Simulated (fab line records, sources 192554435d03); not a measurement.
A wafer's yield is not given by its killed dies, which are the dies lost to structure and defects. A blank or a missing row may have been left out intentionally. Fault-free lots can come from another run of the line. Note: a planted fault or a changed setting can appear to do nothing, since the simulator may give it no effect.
Which tool is to blame?	flow n5 finfet	72 wafers from 24 lots sampled at 3 of the route's 1938 steps

WHAT THE GAUGES READ, wafer by wafer
N5_SPACER0_INSPECT_04: inspects for defects (darkfield).
lot	measured	on	raw defect count
L074	day 3 05:35	defect inspect-02	121 210 183
L075	day 3 08:02	defect inspect-02	138 160 144
L076	day 3 13:42	defect inspect-01	137 130 135
L077	day 3 18:48	defect inspect-01	125 152 195
L078	day 4 01:23	defect inspect-01	97 128 95
L079	day 4 07:13	defect inspect-01	122 119 101
L080	day 4 11:42	defect inspect-01	179 109 164
L081	day 4 21:30	defect inspect-01	165 123 152
L082	day 5 05:19	defect inspect-02	166 147 135
L083	day 5 14:53	defect inspect-01	142 206 125
L084	day 5 18:39	defect inspect-02	136 152 135
L087	day 6 12:48	defect inspect-02	151 141 124
L085	day 6 13:31	defect inspect-01	190 187 195
L086	day 6 18:40	defect inspect-02	117 119 105
L088	day 7 00:54	defect inspect-01	199 139 132
L089	day 7 04:56	defect inspect-02	139 76 111
L091	day 7 09:26	defect inspect-02	106 132 126
L090	day 7 09:38	defect inspect-02	150 153 128
L092	day 7 16:52	defect inspect-02	138 122 106
L093	day 7 18:20	defect inspect-01	134 124 131
L094	day 8 00:43	defect inspect-02	103 114 103
L095	day 8 05:37	defect inspect-02	100 110 157
L096	day 8 11:16	defect inspect-01	180 126 133
L097	day 8 21:22	defect inspect-02	163 132 151

N5_SDB_THK_MEAS_31.
lot	measured	on	SDB_THK (nm)
L074	day 4 06:40	film metro-02	65.7 68.2 64.5
L075	day 4 05:16	film metro-02	62.8 67.9 66.9
L076	day 4 12:02	film metro-01	62.5 61.5 63.5
L077	day 5 00:45	film metro-02	64.5 62.7 65.2
L078	day 5 04:55	film metro-02	64.3 64.5 64.5
L079	day 5 08:43	film metro-02	63.8 64.6 63.0
L080	day 5 11:44	film metro-01	64.2 62.8 64.5
L081	day 5 23:26	film metro-01	62.9 68.1 65.1
L082	day 6 03:42	film metro-01	63.0 63.7 66.0
L083	day 6 12:28	film metro-02	63.5 66.3 66.5
L084	day 6 16:30	film metro-02	65.7 62.9 66.4
L087	day 7 08:51	film metro-01	66.0 65.2 65.9
L085	day 7 11:53	film metro-01	65.1 65.4 64.9
L086	day 7 14:56	film metro-01	62.5 62.7 62.4
L088	day 8 00:08	film metro-02	63.5 63.9 62.0
L089	day 8 02:32	film metro-01	67.8 64.0 64.6
L091	day 8 08:49	film metro-01	65.8 64.9 65.1
L090	day 8 08:56	film metro-02	68.8 65.2 68.1
L092	day 8 14:28	film metro-02	62.7 62.2 62.1
L093	day 8 16:02	film metro-02	62.5 61.5 64.7
L094	day 9 01:34	film metro-01	64.2 67.3 64.5
L095	day 9 03:02	film metro-01	62.8 63.5 62.5
L096	day 9 10:28	film metro-01	63.4 62.8 66.6
L097	day 9 20:37	film metro-02	64.0 65.5 68.1

WHAT TOOL EACH LOT RAN ON (gives the tool, then ch and the chambers of the sampled wafers, and finally the start)
lot	N5_SDB_ETCH_17
L074	rie diel-05 ch 0,1,3, day 4 02:53
L075	rie diel-04 ch 0,2,3, day 4 01:28
L076	rie diel-05 ch 1,2,3, day 4 08:15
L077	rie diel-03 ch 2,3, day 4 18:18
L078	rie diel-03 ch 0,1,2, day 4 20:13
L079	rie diel-04 ch 0,1, day 5 02:26
L080	rie diel-03 ch 1,2, day 5 07:13
L081	rie diel-03 ch 0,1,2, day 5 19:38
L082	rie diel-04 ch 1,2,3, day 5 23:55
L083	rie diel-05 ch 0,3, day 6 08:38
L084	rie diel-05 ch 0,2,3, day 6 12:34
L087	rie diel-04 ch 0,1,3, day 7 05:04
L085	rie diel-05 ch 0,1,3, day 7 07:55
L086	rie diel-05 ch 1,3, day 7 11:05
L088	rie diel-03 ch 1,2, day 7 19:17
L089	rie diel-04 ch 0,2,3, day 7 22:44
L091	rie diel-03 ch 0,2,3, day 8 04:41
L090	rie diel-05 ch 1,2, day 8 04:52
L092	rie diel-05 ch 0,3, day 8 10:29
L093	rie diel-04 ch 0,3, day 8 12:14
L094	rie diel-03 ch 1,3, day 8 20:28
L095	rie diel-05 ch 0,3, day 8 23:14
L096	rie diel-04 ch 0,1,2, day 9 05:56
L097	rie diel-03 ch 0,1,3, day 9 16:34
- N5_SDB_ETCH_17: etches SiARC in CF4, target depth 23.4 nm, time 39 s.

AS READ BY THE TOOLS THEMSELVES (means over the sampled wafers that have a number; for cases with no such wafer, the mark the record gives instead)
N5_SDB_ETCH_17.
lot	tool	drypump motor current A (A)	etch rf on time s (s)	oes product au (a.u.)	rf fwd power W (W)	rf vpp V (V)	showerhead plenum p Torr (Torr)	throttle valve pct (%)
L074	rie diel-05	5.7	39.0	0.62	534	183.9	2.13	15.85
L075	rie diel-04	5.5	38.0	0.67	537	184.5	2.15	15.64
L076	rie diel-05	5.4	39.6	0.63	537	183.9	2.17	15.78
L077	rie diel-03	5.4	39.0	0.60	534	185.1	2.20	15.89
L078	rie diel-03	5.8	40.4	0.64	534	184.3	2.17	15.74
L079	rie diel-04	5.0	37.7	0.78	533	184.0	2.16	15.49
L080	rie diel-03	6.0	39.8	0.69	537	184.8	2.18	15.61
L081	rie diel-03	5.8	40.3	0.63	534	183.7	2.17	15.75
L082	rie diel-04	5.7	38.0	0.74	536	184.8	2.13	15.60
L083	rie diel-05	5.9	40.1	0.61	533	184.0	2.08	15.77
L084	rie diel-05	5.7	40.5	0.62	537	184.3	2.11	15.70
L087	rie diel-04	5.5	38.6	0.70	532	183.7	2.15	15.60
L085	rie diel-05	5.7	39.3	0.68	534	184.3	2.12	15.74
L086	rie diel-05	5.6	38.9	0.68	537	185.0	2.16	15.85
L088	rie diel-03	5.6	39.8	0.63	535	184.9	2.18	15.79
L089	rie diel-04	5.5	38.6	0.70	536	184.8	2.14	15.54
L091	rie diel-03	5.6	38.6	0.65	533	183.8	2.17	15.78
L090	rie diel-05	5.3	40.4	0.69	534	184.1	2.16	15.51
L092	rie diel-05	5.9	40.4	0.60	533	183.4	2.07	15.80
L093	rie diel-04	5.8	38.9	0.64	537	185.4	2.18	15.60
L094	rie diel-03	5.7	38.1	0.75	533	184.6	2.17	15.51
L095	rie diel-05	5.8	40.0	0.60	536	183.2	2.11	15.90
L096	rie diel-04	5.2	38.1	0.74	534	183.5	2.11	15.57
L097	rie diel-03	5.9	38.9	0.76	533	185.0	2.15	15.50

THE ANSWER, worked out from the rows above alone
Rule: usual is defined by the lots themselves. Put in order of their means at a reading, lots are off if they are a third of the lots or fewer, leave a main group of 4 or more, and stand apart from it by a gap of 3 or more times the standard deviation of the main group's means; of several such gaps the widest counts. A main group is skipped when, at the precision printed for the reading in the tables above, its means are all equal. Also off: a lot with no number at a reading for which 4 or more lots have one. The other lots that the step has rows for count as sound. First the gauges in route order, then the tools' own readings, where a lot's mean is used as printed above. The first step at which some lot is off is used, and at that step the reading that is off furthest; a lot without a number counts as furthest.
Across all readings shown, no lot is off: no conclusion can be drawn from this.

WHAT THE SIMULATOR HAD INSERTED
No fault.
